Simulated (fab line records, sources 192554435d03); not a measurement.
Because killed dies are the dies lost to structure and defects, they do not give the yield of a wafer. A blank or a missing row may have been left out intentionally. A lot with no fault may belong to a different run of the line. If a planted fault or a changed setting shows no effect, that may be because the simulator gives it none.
fab line records -- flow n5Finfet
record lots=6, wafers=18, lastDay=17
route steps=1938 shown BEOL_M10@1502 PASSIVATION@1936
lots with no fault: from the same line, run without faults
startH: start of the lot's first displayed wafer, in hours after the record's first day -- waitH: hours since the lot's step before -- " the same as in the row above -- L1.1+2: one row covering several wafers at once -- - no value, or no start given -- * or withheld: withheld -- < > ~ a bound
route shown NAME@n: a module of which the file shows steps, and the number in the route of the first -- usual: mean/standard deviation taken from wafers without a fault -- same: alike in all rows -- chamber/n: place in a boat -- sites: readings site by site -- _std_site: standard deviation of those values -- _edge_site: outer sites' mean less inner sites' -- radiusMm: for every site, how far away it sits from the centre of the wafer -- mask NAME#n: copy n -- behind: the last tool/chamber to shape the wafer -- hold: what put the lot on hold/how long, in hours/how the hold closed -- device: the transistor (n, p or np) that didn't switch -- end of line: tests of these same wafers at the route's end -- a step with no rows: only its recipe -- killed: at the first sort, the dies lost to defects and structure; wafer yield is something else -- map: the dies of a wafer, with x for killed, . for not killed, _ for no die there
set.NAME: the setting that was run; set.NAME@STEP: the one run at that earlier step -- model.NAME: the simulator's own value behind a step, which no gauge read
lots at some steps of the route; a table a step, a row a wafer
services: when a tool's chamber went out of use (startH, in hours from the record's first day, below 0 if earlier), for how many hours, and the reason
## steps
# step N5_BEOL_M10_CD_MEAS_28
# recipe targetCdNm=70, landingEnergyEv=500, detector=seInlens, polarity=opening
# usual cdNm=70.5/1.3
lot.wafer,tool,chamber,startH,waitH,cdNm
L518.2,cdSem-03,0,222.68,-,71.0
L518.3,cdSem-03,0,222.68,-,71.3
L518.6,cdSem-03,0,222.68,-,71.2
L528.2,cdSem-02,0,280.19,-,69.2
L528.3,cdSem-02,0,280.19,-,69.8
L528.6,cdSem-02,0,280.19,-,71.5
L532.1,cdSem-01,0,318.33,-,69.7
L532.3,cdSem-01,0,318.33,-,69.1
L532.5,cdSem-01,0,318.33,-,70.0
L538.2,cdSem-03,0,337.74,-,70.4
L538.3,cdSem-03,0,337.74,-,69.8
L538.6,cdSem-03,0,337.74,-,69.9
L537.3,cdSem-02,0,339.99,-,71.6
L537.5,cdSem-02,0,339.99,-,73.4
L537.6,cdSem-02,0,339.99,-,72.2
L540.3,cdSem-02,0,352.52,-,70.6
L540.4,cdSem-02,0,352.52,-,70.2
L540.5,cdSem-02,0,352.52,-,71.1
# step N5_BEOL_M10_OVL_MEAS_29
# recipe pointsPerWafer=44
# usual V9_OVL=0.1/0.79
lot.wafer,tool,chamber,startH,waitH,V9_OVL[nm]
L518.2,overlay-01,0,222.71,0.0,-0.2
L518.3,overlay-01,0,222.71,0.0,-0.4
L518.6,overlay-01,0,222.71,0.0,-0.2
L528.2,overlay-02,0,280.22,0.0,0.2
L528.3,overlay-02,0,280.22,0.0,0.2
L528.6,overlay-02,0,280.22,0.0,0.8
L532.1,overlay-02,0,318.36,0.0,0.6
L532.3,overlay-02,0,318.36,0.0,0.6
L532.5,overlay-02,0,318.36,0.0,1.1
L538.2,overlay-02,0,337.77,0.0,0.6
L538.3,overlay-02,0,337.77,0.0,0.0
L538.6,overlay-02,0,337.77,0.0,0.0
L537.3,overlay-01,0,340.02,0.0,0.0
L537.5,overlay-01,0,340.02,0.0,1.6
L537.6,overlay-01,0,340.02,0.0,-1.5
L540.3,overlay-02,0,352.55,0.0,-0.7
L540.4,overlay-02,0,352.55,0.0,-1.1
L540.5,overlay-02,0,352.55,0.0,0.0
# step N5_BEOL_M10_INSPECT_30
# recipe mode=adi, inspectInstrument=brightfield
# usual rawDefectCount=418/93
lot.wafer,tool,chamber,startH,waitH,rawDefectCount
L518.2,defectInspect-02,-,222.74,0.0,473
L518.3,defectInspect-02,-,222.74,0.0,421
L518.6,defectInspect-02,-,222.74,0.0,504
L528.2,defectInspect-01,-,280.24,0.0,400
L528.3,defectInspect-01,-,280.24,0.0,332
L528.6,defectInspect-01,-,280.24,0.0,313
L532.1,defectInspect-02,-,318.38,0.0,527
L532.3,defectInspect-02,-,318.38,0.0,479
L532.5,defectInspect-02,-,318.38,0.0,402
L538.2,defectInspect-02,-,337.79,0.0,425
L538.3,defectInspect-02,-,337.79,0.0,449
L538.6,defectInspect-02,-,337.79,0.0,309
L537.3,defectInspect-01,-,340.04,0.0,289
L537.5,defectInspect-01,-,340.04,0.0,327
L537.6,defectInspect-01,-,340.04,0.0,351
L540.3,defectInspect-01,-,352.58,0.0,425
L540.4,defectInspect-01,-,352.58,0.0,342
L540.5,defectInspect-01,-,352.58,0.0,354
# step N5_BEOL_M10_DESCUM_33
# recipe chemistry=O2, timeS=7.9, sourcePowerW=50, biasPowerW=20, pressureMtorr=20, rfFrequencyHz=2.712e+07, tempC=40, resist=CAR-ArF, o2FlowSccm=225
# usual drypumpMotorCurrentA=5.8/0.31, oesProductAu=0.79/0.077, rfVppV=243.2/1.1, showerheadPlenumPTorr=2.09/0.055, throttleValvePct=20.30/0.28
lot.wafer,tool,chamber,startH,waitH,drypumpMotorCurrentA,oesProductAu,rfHoursCounterH,rfVppV,showerheadPlenumPTorr,throttleValvePct
L518.2,rieDiel-04,1,222.77,0.0,5.4,0.68,225,243.0,2.08,20.38
L518.3,rieDiel-04,0,222.77,0.0,6.2,0.86,58,243.2,2.13,20.24
L518.6,rieDiel-04,0,222.77,0.0,6.2,0.86,-,243.2,2.13,20.22
L528.2,rieDiel-06,2,280.69,0.4,5.7,0.78,123,243.7,2.09,20.56
L528.3,rieDiel-06,1,280.69,0.4,5.9,0.95,16,242.9,2.12,20.16
L528.6,rieDiel-06,3,280.69,0.4,6.0,0.79,-,243.5,2.09,20.28
L532.1,rieDiel-04,1,318.41,0.0,5.4,0.96,0,241.6,2.07,20.10
L532.3,rieDiel-04,3,318.41,0.0,6.1,0.74,130,242.8,2.01,20.33
L532.5,rieDiel-04,1,318.41,0.0,5.5,0.96,-,242.6,2.07,20.10
L538.2,rieDiel-04,2,337.83,0.0,5.5,0.67,249,243.7,2.10,20.04
L538.3,rieDiel-04,0,337.83,0.0,6.2,0.81,96,244.0,2.12,20.28
L538.6,rieDiel-04,1,337.83,0.0,5.4,0.94,-,243.2,2.06,20.10
L537.3,rieDiel-06,0,340.08,0.0,5.6,0.75,108,240.7,2.00,19.87
L537.5,rieDiel-06,0,340.08,0.0,5.6,0.76,-,242.7,2.00,19.87
L537.6,rieDiel-06,3,340.08,0.0,6.1,0.76,-,242.6,2.09,20.33
L540.3,rieDiel-06,0,352.61,0.0,5.5,0.75,112,242.0,1.99,19.87
L540.4,rieDiel-06,1,352.61,0.0,5.9,0.88,42,243.8,2.11,20.18
L540.5,rieDiel-06,0,352.61,0.0,5.5,0.75,-,241.9,1.99,19.87
# step N5_BEOL_M10_ETCH_65
# recipe chemistry=CF4, target=SiARC, targetDepthA=390, maskMaterial=CAR-ArF, timeS=65, ionEnergyEv=80, pressureMtorr=40, sourceW=545, biasW=36, Ar_flow_sccm=100, cf4FlowSccm=100, ends=cleared
# usual drypumpMotorCurrentA=5.8/0.32, etchRfOnTimeS=64.8/2.6, oesProductAu=0.68/0.066, rfVppV=184.1/0.98, showerheadPlenumPTorr=2.15/0.058, throttleValvePct=15.54/0.22
lot.wafer,tool,chamber,startH,waitH,drypumpMotorCurrentA,etchRfOnTimeS,oesProductAu,rfHoursCounterH,rfVppV,showerheadPlenumPTorr,throttleValvePct
L518.2,rieDiel-04,1,222.81,0.0,5.4,66.8,0.59,225,185.7,2.12,15.63
L518.3,rieDiel-04,0,222.81,0.0,6.2,62.1,0.74,58,184.6,2.17,15.28
L518.6,rieDiel-04,0,222.81,0.0,6.2,62.5,0.73,-,185.5,2.17,15.28
L528.2,rieDiel-06,2,280.73,0.0,5.6,62.8,0.69,123,184.8,2.16,15.87
L528.3,rieDiel-06,1,280.73,0.0,5.9,60.8,0.80,16,184.5,2.20,15.50
L528.6,rieDiel-06,3,280.73,0.0,6.1,65.0,0.67,-,184.9,2.14,15.51
L532.1,rieDiel-04,1,318.45,0.0,5.4,66.4,0.82,0,184.7,2.11,15.20
L532.3,rieDiel-04,3,318.45,0.0,6.2,66.8,0.63,130,182.8,2.06,15.47
L532.5,rieDiel-04,1,318.45,0.0,5.4,66.8,0.82,-,182.8,2.11,15.22
L538.2,rieDiel-04,2,337.86,0.0,5.5,62.1,0.58,249,183.2,2.19,15.57
L538.3,rieDiel-04,0,337.86,0.0,6.2,63.9,0.68,96,183.2,2.16,15.37
L538.6,rieDiel-04,1,337.86,0.0,5.4,66.4,0.79,-,183.0,2.11,15.22
L537.3,rieDiel-06,0,340.11,0.0,5.5,69.4,0.64,108,184.4,2.07,15.30
L537.5,rieDiel-06,0,340.11,0.0,5.5,69.6,0.64,-,183.1,2.07,15.28
L537.6,rieDiel-06,3,340.11,0.0,6.1,65.4,0.66,-,183.9,2.14,15.53
L540.3,rieDiel-06,0,352.65,0.0,5.6,67.9,0.64,112,183.5,2.07,15.30
L540.4,rieDiel-06,1,352.65,0.0,5.9,61.2,0.77,42,184.8,2.19,15.58
L540.5,rieDiel-06,0,352.65,0.0,5.6,68.2,0.64,-,180.8,2.07,15.30
# step N5_BEOL_M10_ETCH_66
# recipe chemistry=N2/H2, target=SOC, targetDepthA=1200, overetchA=240, maskMaterial=SiARC, tempC=40, timeS=180, ionEnergyEv=200, pressureMtorr=30, sourceW=840, biasW=150, n2FlowSccm=200, h2FlowSccm=200
# step N5_BEOL_M10_STRIP_69
# recipe chemistry=N2/H2, tempC=40, n2FlowSccm=200, h2FlowSccm=200, rfFrequencyHz=6e+07
# step N5_BEOL_M10_VIA_ETCH_34
# recipe chemistry=C4F6/O2, target=SiCOH_lowk, targetDepthA=1845, maskMaterial=SOC, taperDeg=4, timeS=69.2, ionEnergyEv=250, pressureMtorr=30, sourceW=345, biasW=185, Ar_flow_sccm=300, C4F6_flow_sccm=10, O2_flow_sccm=10
# step N5_BEOL_M10_STRIP_73
# recipe chemistry=C4F6/O2, resist=SiARC, rfFrequencyHz=6e+07
# step N5_BEOL_M10_STRIP_36
# recipe chemistry=N2/H2, powerW=450, tempC=40, pressureMtorr=20, rfFrequencyHz=6e+07, overashFraction=0.3, biasPowerW=7, h2Frac=0.5, n2FlowSccm=200, h2FlowSccm=200
# usual chamberPressureMTorr=20.00/0.043, drypumpMotorCurrentA=5.8/0.32, oesProductAu=0.79/0.077, rfVppV=58.9/2.1, showerheadPlenumPTorr=2.55/0.072, throttleValvePct=23.6/0.31
lot.wafer,tool,chamber,startH,waitH,chamberPressureMTorr,drypumpMotorCurrentA,oesProductAu,rfHoursCounterH,rfVppV,showerheadPlenumPTorr,throttleValvePct
L518.2,rieDiel-04,1,223.04,0.0,20.02,5.4,0.68,225,55.3,2.50,23.2
L518.3,rieDiel-04,0,223.04,0.0,19.99,6.2,0.86,58,59.7,2.59,23.7
L518.6,rieDiel-04,0,223.04,0.0,20.08,6.2,0.87,-,55.8,2.59,23.7
L528.2,rieDiel-06,2,280.96,0.0,20.00,5.6,0.79,123,56.5,2.53,23.7
L528.3,rieDiel-06,1,280.96,0.0,20.03,5.9,0.94,16,59.7,2.59,23.3
L528.6,rieDiel-06,3,280.96,0.0,20.12,6.0,0.77,-,62.9,2.54,23.4
L532.1,rieDiel-04,1,318.69,0.0,19.92,5.4,0.96,0,56.7,2.48,23.0
L532.3,rieDiel-04,3,318.69,0.0,19.99,6.1,0.75,130,58.7,2.42,23.3
L532.5,rieDiel-04,1,318.69,0.0,19.96,5.4,0.98,-,61.2,2.48,23.0
L538.2,rieDiel-04,2,338.10,0.0,20.06,5.5,0.67,249,62.7,2.61,23.5
L538.3,rieDiel-04,0,338.10,0.0,20.04,6.2,0.79,96,58.8,2.57,23.7
L538.6,rieDiel-04,1,338.10,0.0,19.99,5.4,0.92,-,57.5,2.48,23.0
L537.3,rieDiel-06,0,340.35,0.0,19.96,5.6,0.75,108,56.5,2.48,23.7
L537.5,rieDiel-06,0,340.35,0.0,20.05,5.6,0.75,-,57.7,2.48,23.7
L537.6,rieDiel-06,3,340.35,0.0,20.02,6.1,0.77,-,59.2,2.53,23.4
L540.3,rieDiel-06,0,352.88,0.0,20.05,5.6,0.75,112,62.6,2.48,23.8
L540.4,rieDiel-06,1,352.88,0.0,20.08,5.9,0.89,42,57.0,2.57,23.3
L540.5,rieDiel-06,0,352.88,0.0,19.97,5.5,0.75,-,55.8,2.48,23.8
# step N5_BEOL_M10_TRENCH_ETCH_37
# recipe chemistry=C4F6/O2, targetDepthA=1488.3, target=SiCOH_lowk, timeS=48, ionEnergyEv=250, pressureMtorr=30, sourceW=345, biasW=185, Ar_flow_sccm=300, C4F6_flow_sccm=10, O2_flow_sccm=10
# usual drypumpMotorCurrentA=5.8/0.32, oes_f_703_au=0.79/0.078, oesProductAu=0.79/0.077, rfVppV=671/23, showerheadPlenumPTorr=2.86/0.074, throttleValvePct=20.88/0.25
lot.wafer,tool,chamber,startH,waitH,drypumpMotorCurrentA,oes_f_703_au,oesProductAu,rfHoursCounterH,rfVppV,showerheadPlenumPTorr,throttleValvePct
L518.2,rieDiel-04,1,-,-,5.4,0.67,0.69,225,685,2.82,20.86
L518.3,rieDiel-04,0,-,-,6.2,0.84,0.86,58,691,2.88,20.61
L518.6,rieDiel-04,0,-,-,6.2,0.84,0.86,-,690,2.88,20.59
L528.2,rieDiel-06,2,-,-,5.7,0.80,0.79,123,670,2.88,21.28
L528.3,rieDiel-06,1,-,-,5.9,0.95,0.95,16,657,2.93,20.98
L528.6,rieDiel-06,3,-,-,6.0,0.81,0.78,-,636,2.85,20.83
L532.1,rieDiel-04,1,-,-,5.4,0.92,0.96,0,685,2.81,20.57
L532.3,rieDiel-04,3,-,-,6.1,0.74,0.74,130,671,2.77,20.97
L532.5,rieDiel-04,1,-,-,5.4,0.92,0.95,-,684,2.81,20.58
L538.2,rieDiel-04,2,-,-,5.5,0.69,0.68,249,635,2.91,20.79
L538.3,rieDiel-04,0,-,-,6.2,0.81,0.80,96,691,2.86,20.66
L538.6,rieDiel-04,1,-,-,5.4,0.90,0.94,-,686,2.81,20.59
L537.3,rieDiel-06,0,-,-,5.6,0.71,0.75,108,711,2.75,20.56
L537.5,rieDiel-06,0,-,-,5.6,0.71,0.75,-,709,2.75,20.58
L537.6,rieDiel-06,3,-,-,6.1,0.80,0.76,-,636,2.84,20.84
L540.3,rieDiel-06,0,-,-,5.5,0.71,0.76,112,710,2.75,20.59
L540.4,rieDiel-06,1,-,-,6.0,0.90,0.89,42,657,2.92,21.00
L540.5,rieDiel-06,0,-,-,5.5,0.71,0.76,-,710,2.75,20.57
# step N5_BEOL_M10_ETCH_41
# recipe chemistry=CH3F/O2, target=SiCN, targetDepthA=426, taperDeg=2, timeS=86, ionEnergyEv=120, maskMaterial=TiN, pressureMtorr=30, sourceW=395, biasW=75, Ar_flow_sccm=150, CH3F_flow_sccm=30, O2_flow_sccm=20
# usual drypumpMotorCurrentA=5.8/0.31, oesProductAu=0.79/0.077, rfVppV=297.5/1.5, showerheadPlenumPTorr=2.01/0.055, throttleValvePct=16.26/0.22
lot.wafer,tool,chamber,startH,waitH,drypumpMotorCurrentA,oesProductAu,rfHoursCounterH,rfVppV,showerheadPlenumPTorr,throttleValvePct
L518.2,rieDiel-04,1,-,-,5.4,0.69,225,296.1,1.98,16.32
L518.3,rieDiel-04,0,-,-,6.2,0.86,59,297.6,2.02,15.96
L518.6,rieDiel-04,0,-,-,6.2,0.87,-,297.4,2.02,15.98
L528.2,rieDiel-06,2,-,-,5.7,0.80,123,297.5,2.02,16.59
L528.3,rieDiel-06,1,-,-,5.9,0.95,16,299.9,2.06,16.24
L528.6,rieDiel-06,3,-,-,6.0,0.78,-,298.7,2.01,16.21
L532.1,rieDiel-04,1,-,-,5.4,0.95,0,296.1,1.97,15.93
L532.3,rieDiel-04,3,-,-,6.1,0.73,130,296.2,1.94,16.34
L532.5,rieDiel-04,1,-,-,5.4,0.95,-,296.8,1.97,15.92
L538.2,rieDiel-04,2,-,-,5.4,0.67,249,299.0,2.05,16.24
L538.3,rieDiel-04,0,-,-,6.2,0.81,96,297.8,2.01,16.06
L538.6,rieDiel-04,1,-,-,5.4,0.93,-,296.6,1.97,15.92
L537.3,rieDiel-06,0,-,-,5.5,0.76,108,295.9,1.93,15.98
L537.5,rieDiel-06,0,-,-,5.6,0.76,-,294.3,1.93,15.97
L537.6,rieDiel-06,3,-,-,6.0,0.76,-,297.4,2.00,16.25
L540.3,rieDiel-06,0,-,-,5.6,0.75,112,296.6,1.93,15.97
L540.4,rieDiel-06,1,-,-,5.9,0.89,42,300.0,2.05,16.29
L540.5,rieDiel-06,0,-,-,5.6,0.76,-,296.2,1.93,15.98
# step N5_BEOL_M10_STRIP_77
# recipe chemistry=N2/H2, timeS=10, powerW=450, tempC=40, pressureMtorr=20, rfFrequencyHz=6e+07, biasPowerW=7, n2FlowSccm=200, h2FlowSccm=200
# usual chamberPressureMTorr=20.001/0.018, drypumpMotorCurrentA=5.8/0.31, oesProductAu=0.79/0.077, rfVppV=59.2/0.85, showerheadPlenumPTorr=2.55/0.072, throttleValvePct=23.6/0.31
lot.wafer,tool,chamber,startH,waitH,chamberPressureMTorr,drypumpMotorCurrentA,oesProductAu,rfHoursCounterH,rfVppV,showerheadPlenumPTorr,throttleValvePct
L518.2,rieDiel-04,1,223.18,-,19.972,5.4,0.68,225,59.3,2.50,23.2
L518.3,rieDiel-04,0,223.18,-,20.011,6.2,0.86,59,59.0,2.59,23.7
L518.6,rieDiel-04,0,223.18,-,20.001,6.2,0.85,-,59.2,2.59,23.7
L528.2,rieDiel-06,2,281.10,-,20.027,5.7,0.78,123,59.0,2.53,23.7
L528.3,rieDiel-06,1,281.10,-,20.004,5.9,0.93,16,59.6,2.59,23.4
L528.6,rieDiel-06,3,281.10,-,20.005,6.0,0.78,-,58.1,2.54,23.4
L532.1,rieDiel-04,1,318.83,-,14.016,5.4,0.96,0,58.9,2.48,23.0
L532.3,rieDiel-04,3,318.83,-,20.005,6.1,0.75,130,59.2,2.42,23.3
L532.5,rieDiel-04,1,318.83,-,13.972,5.4,0.95,-,58.6,2.48,23.0
L538.2,rieDiel-04,2,338.24,-,20.006,5.5,0.67,249,58.6,2.61,23.5
L538.3,rieDiel-04,0,338.24,-,19.964,6.2,0.81,96,59.1,2.57,23.7
L538.6,rieDiel-04,1,338.24,-,14.014,5.4,0.92,-,57.7,2.48,23.0
L537.3,rieDiel-06,0,340.49,-,19.988,5.6,0.75,108,58.1,2.48,23.8
L537.5,rieDiel-06,0,340.49,-,19.997,5.5,0.75,-,58.2,2.48,23.7
L537.6,rieDiel-06,3,340.49,-,20.023,6.0,0.76,-,59.9,2.53,23.4
L540.3,rieDiel-06,0,353.02,-,19.972,5.5,0.77,112,58.2,2.48,23.8
L540.4,rieDiel-06,1,353.02,-,19.985,5.9,0.90,42,59.9,2.57,23.4
L540.5,rieDiel-06,0,353.02,-,19.987,5.6,0.76,-,57.9,2.48,23.8
# step N5_BEOL_M10_OCD_MEAS_38
# usual trenchDepthNm=149/3.9
lot.wafer,tool,chamber,startH,waitH,trenchDepthNm
L518.2,ocd-02,-,223.27,-,145
L518.3,ocd-02,-,223.27,-,154
L518.6,ocd-02,-,223.27,-,155
L528.2,ocd-01,-,281.18,-,153
L528.3,ocd-01,-,281.18,-,156
L528.6,ocd-01,-,281.18,-,148
L532.1,ocd-01,-,318.91,-,146
L532.3,ocd-01,-,318.91,-,145
L532.5,ocd-01,-,318.91,-,145
L538.2,ocd-01,-,338.32,-,151
L538.3,ocd-01,-,338.32,-,151
L538.6,ocd-01,-,338.32,-,148
L537.3,ocd-02,-,340.57,-,143
L537.5,ocd-02,-,340.57,-,143
L537.6,ocd-02,-,340.57,-,144
L540.3,ocd-02,-,353.11,-,145
L540.4,ocd-02,-,353.11,-,156
L540.5,ocd-02,-,353.11,-,144
# step N5_PASSIVATION_PROBE_49
# usual defectLimitedYield=91.4/1.6, killed_at_M0_to_M3=35/10, killed_at_M4_up=12/4.7, killedAtContacts=12/5.8, killedAtFrontEnd=38/12, killedAtOther=4/3.2, killedDies=102/18, killedOpen=68/14, killedShort=32/8, sort_bin_5_function=5.1/0.96, sort_bin_6_memory=3.2/0.77, sortNPass=1078/20, sortYieldPct=91.3/1.7
# same grossDies=1180, killedAtBackSide=0, sort_bin_4_leakage[%]=0, sort_bin_8_speed[%]=0
lot.wafer,tool,chamber,startH,waitH,defectLimitedYield[%],killed_at_M0_to_M3,killed_at_M4_up,killedAtContacts,killedAtFrontEnd,killedAtOther,killedDies,killedOpen,killedShort,sort_bin_5_function[%],sort_bin_6_memory[%],sortNPass,sortYieldPct[%]
L518.2,prober-02,-,275.60,0.1,92.8,39,16,3,25,2,85,65,20,4.5,2.6,1095,92.8
L518.3,prober-02,-,275.65,0.1,91.9,47,15,8,26,0,96,63,33,5.6,2.2,1084,91.9
L518.6,prober-02,-,275.80,0.3,94.1,33,13,6,15,3,70,47,23,4.4,1.4,1110,94.1
L538.2,prober-02,-,390.80,0.4,90.8,25,18,22,40,3,108,64,43,4.9,3.8,1072,90.8
L538.3,prober-02,-,390.85,0.5,89.4,52,12,16,42,3,125,80,45,6.0,4.2,1055,89.4
L538.6,prober-02,-,391.00,0.6,90.0,39,27,14,38,0,118,88,30,6.4,3.3,1062,90.0
L537.3,prober-01,-,394.40,0.1,91.2,34,9,9,47,5,104,72,31,5.6,3.0,1076,91.2
L537.5,prober-01,-,394.50,0.2,91.3,21,15,6,51,10,103,73,30,5.0,3.6,1077,91.3
L537.6,prober-01,-,394.55,0.3,90.6,23,21,18,42,7,111,72,39,5.8,3.5,1069,90.6
# killed by level:class
L518.2 BEOL_M2:geometricParticle:open=12 BEOL_M0_SAQP:geometricParticle:open=8 STARTING-WAFER:geometricParticle:open=7 FIN_SAQP:geometricParticle:open=6 BEOL_M0_SAQP:geometricParticle:short=6 BEOL_M1:geometricParticle:open=6 BEOL_M4:geometricParticle:open=4 STI_FIN_REVEAL:geometricParticle:open=3
L518.3 BEOL_M0_SAQP:geometricParticle:short=11 BEOL_M0_SAQP:geometricParticle:open=11 MOL_CONTACT_COAG:geometricParticle:open=8 BEOL_M2:geometricParticle:open=8 BEOL_M1:geometricParticle:open=7 GATE_CUT:geometricParticle:short=5 BEOL_M3:geometricParticle:open=5 STARTING-WAFER:geometricParticle:short=5
L518.6 BEOL_M1:geometricParticle:open=8 BEOL_M0_SAQP:geometricParticle:short=6 MOL_CONTACT_COAG:geometricParticle:open=5 BEOL_M0_SAQP:geometricParticle:open=5 BEOL_M2:geometricParticle:open=4 BEOL_M4:geometricParticle:open=4 BEOL_M8:geometricParticle:open=4 FIN_SAQP:geometricParticle:open=3
L538.2 MOL_CONTACT_COAG:geometricParticle:open=15 FIN_SAQP:geometricParticle:short=13 BEOL_M4:geometricParticle:open=9 BEOL_M3:geometricParticle:open=8 FIN_SAQP:geometricParticle:open=7 MOL_CONTACT_COAG:geometricParticle:short=6 BEOL_M0_SAQP:geometricParticle:short=6 GATE_CUT:geometricParticle:short=3
L538.3 MOL_CONTACT_COAG:geometricParticle:open=16 FIN_SAQP:geometricParticle:short=12 BEOL_M0_SAQP:geometricParticle:short=12 BEOL_M0_SAQP:geometricParticle:open=10 BEOL_M1:geometricParticle:open=10 BEOL_M0:geometricParticle:open=8 FIN_SAQP:geometricParticle:open=7 BEOL_M4:geometricParticle:open=5
L538.6 BEOL_M4:geometricParticle:open=18 FIN_SAQP:geometricParticle:open=12 MOL_CONTACT_COAG:geometricParticle:open=11 BEOL_M0_SAQP:geometricParticle:short=8 BEOL_M1:geometricParticle:open=8 BEOL_M2:geometricParticle:open=7 BEOL_M0_SAQP:geometricParticle:open=4 FIN_SAQP:geometricParticle:short=4
L537.3 STI_FIN_REVEAL:geometricParticle:open=14 BEOL_M3:geometricParticle:open=12 FIN_SAQP:geometricParticle:short=8 BEOL_M0_SAQP:geometricParticle:short=8 BEOL_M0_SAQP:geometricParticle:open=8 MOL_CONTACT_COAG:geometricParticle:open=8 DUMMY_GATE:geometricParticle:open=6 BEOL_M4:geometricParticle:open=5
L537.5 STI_FIN_REVEAL:geometricParticle:open=14 FIN_SAQP:geometricParticle:short=7 DUMMY_GATE:geometricParticle:open=7 MOL_CONTACT_COAG:geometricParticle:open=6 BEOL_M4:geometricParticle:open=6 BEOL_M3:geometricParticle:open=5 BEOL_M0_SAQP:geometricParticle:short=5 MIM_TOP:geometricParticle:open=5
L537.6 STI_FIN_REVEAL:geometricParticle:open=17 MOL_CONTACT_COAG:geometricParticle:open=13 BEOL_M4:geometricParticle:open=8 BEOL_M0_SAQP:geometricParticle:open=7 FIN_SAQP:geometricParticle:short=5 MOL_CONTACT_COAG:geometricParticle:short=5 BEOL_M3:geometricParticle:open=5 FIN_SAQP:geometricParticle:open=4
## services
tool,chamber,startH,hours,kind
rieDiel-06,1,203.30,-,clean
rieDiel-06,1,203.30,-,consumableReplace:focusRing
rieDiel-06,1,203.30,31.5,scheduledDown
rieDiel-06,1,203.30,31.5,ventCycle
rieDiel-04,1,204.77,9.1,repair
rieDiel-06,3,242.09,1.5,repair
rieDiel-06,0,242.48,1.3,repair
rieDiel-04,0,276.72,15.8,repair
rieDiel-04,3,290.02,5.1,repair
rieDiel-04,2,293.54,9.1,repair
rieDiel-04,1,302.68,-,clean
rieDiel-04,1,302.68,-,consumableReplace:focusRing
rieDiel-04,1,302.68,12.8,scheduledDown
rieDiel-04,1,302.68,12.8,ventCycle
rieDiel-04,3,327.77,1.6,repair
rieDiel-04,2,340.26,-,clean
rieDiel-04,2,340.26,-,consumableReplace:focusRing
rieDiel-04,2,340.26,17.9,scheduledDown
rieDiel-04,2,340.26,17.9,ventCycle
## key
firstSign step=N5_BEOL_M10_STRIP_77, reading=chamberPressureMTorr, direction=down, sigmas=99+, usual=*, struck=*
effect none on later readings
metAt N5_BEOL_M10_STRIP_77
struckWafers L532.1,L532.5,L538.6
onsetBetween 223.18 318.83
fault kind=processParameterDrift, tool=rieDiel-04, chamber=1, onsetH=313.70, steps=N5_BEOL_M10_STRIP_77, channel=pressureMtorr, offset=*, shape=step, endH=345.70, actsIn=*, stated=*
